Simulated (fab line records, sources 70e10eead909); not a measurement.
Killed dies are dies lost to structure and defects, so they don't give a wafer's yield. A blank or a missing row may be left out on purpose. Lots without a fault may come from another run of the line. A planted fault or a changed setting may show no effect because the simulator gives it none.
A struck lot beside a sound one | flow nand_harc | 15 steps out of a route of 1302
Sound: wafers L759.1, L759.4, L759.5. Struck: wafers L749.3, L749.4, L749.6. The cause comes at the end.
At each step with rows: each side's tool, then ch and its chambers, then its first start. Under that, the readings that differ: sound wafers | struck wafers | difference of the means | sigmas: that difference in standard deviations of wafers without a fault.
alike: readings whose means differ by less than 2 such deviations, and words and numbers that are the same on both sides. not compared: withheld readings, readings that some wafer has no value for, bounds like >300 that may hide the same value, and numbers for which the record gives no deviation and whose values overlap.
The two part at a step that has a row with sigmas, a row that says differs or no value, or rows on one side only. Numbers that don't overlap but have no deviation are shown without sigmas and don't part them. A reading that every wafer of one side lacks parts them only if that side has two wafers or more.

NHARC_P_ZERO_WELL_CD_MEAS_24: target cd 720 nm.
  sound on cd_sem-02 ch 0, day 10 08:08; struck on cd_sem-02 ch 0, day 6 03:20
  alike: cd_nm
then, 1 step without rows for these wafers: NHARC_P_ZERO_WELL_HARDBAKE_25 (time 80 s).
NHARC_P_ZERO_WELL_DESCUM_26: chemistry O2, time 3 s.
  sound on rie_diel-13 ch 0,1,2, day 10 08:17; struck on rie_diel-10 ch 0,3, day 6 03:30
  alike: drypump_motor_current_A, o2_flow_sccm, oes_product_au, rf_vpp_V, showerhead_plenum_p_Torr, throttle_valve_pct
  not compared: rf_hours_counter_h
then, 9 steps without rows for these wafers: NHARC_P_ZERO_WELL_IMPLANT_27; NHARC_P_ZERO_WELL_IMPLANT_57; NHARC_P_ZERO_WELL_IMPLANT_58; NHARC_P_ZERO_WELL_STRIP_28 (strips in SPM, time 840 s); NHARC_P_ZERO_WELL_DEHYDRATE_29 (time 120 s); NHARC_P_ZERO_WELL_HMDS_30 (time 30 s); NHARC_P_ZERO_WELL_COAT_31; NHARC_P_ZERO_WELL_SOFTBAKE_32 (time 95 s); NHARC_P_ZERO_WELL_EBR_33.
NHARC_P_ZERO_WELL_EXPOSE_34: exposes mask P PWELL, target cd 720 nm.
  sound on krf_scanner-02 ch 0, day 10 09:37; struck on krf_scanner-04 ch 0, day 6 04:41
  reading              | sound                | struck               | difference | sigmas
  exposure_dose_mJ_cm2 | 22.327 22.314 22.317 | 21.877 21.858 21.848 | -0.458     | -25
  alike: mask
then, 1 step without rows for these wafers: NHARC_P_ZERO_WELL_PEB_35 (peb time 85 s).
-- the record jumps here: 23 days lie between the struck wafers' starts before and after (it left off in module P_ZERO_WELL and takes up again in module END, whose first step shown is number 1302 of the route) --
NHARC_END_SORT_01:
  the record has rows for the struck wafers here (prober-01 ch 0, day 28 21:43) and none for the sound ones

WHERE THEY PART
First at NHARC_P_ZERO_WELL_EXPOSE_34; last, within this record, at NHARC_END_SORT_01.

WHY: what the simulator had put in
Process parameter drift: krf_scanner-04, from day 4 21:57 on, at NHARC_P_ZERO_WELL_EXPOSE_34. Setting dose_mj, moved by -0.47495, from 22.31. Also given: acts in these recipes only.
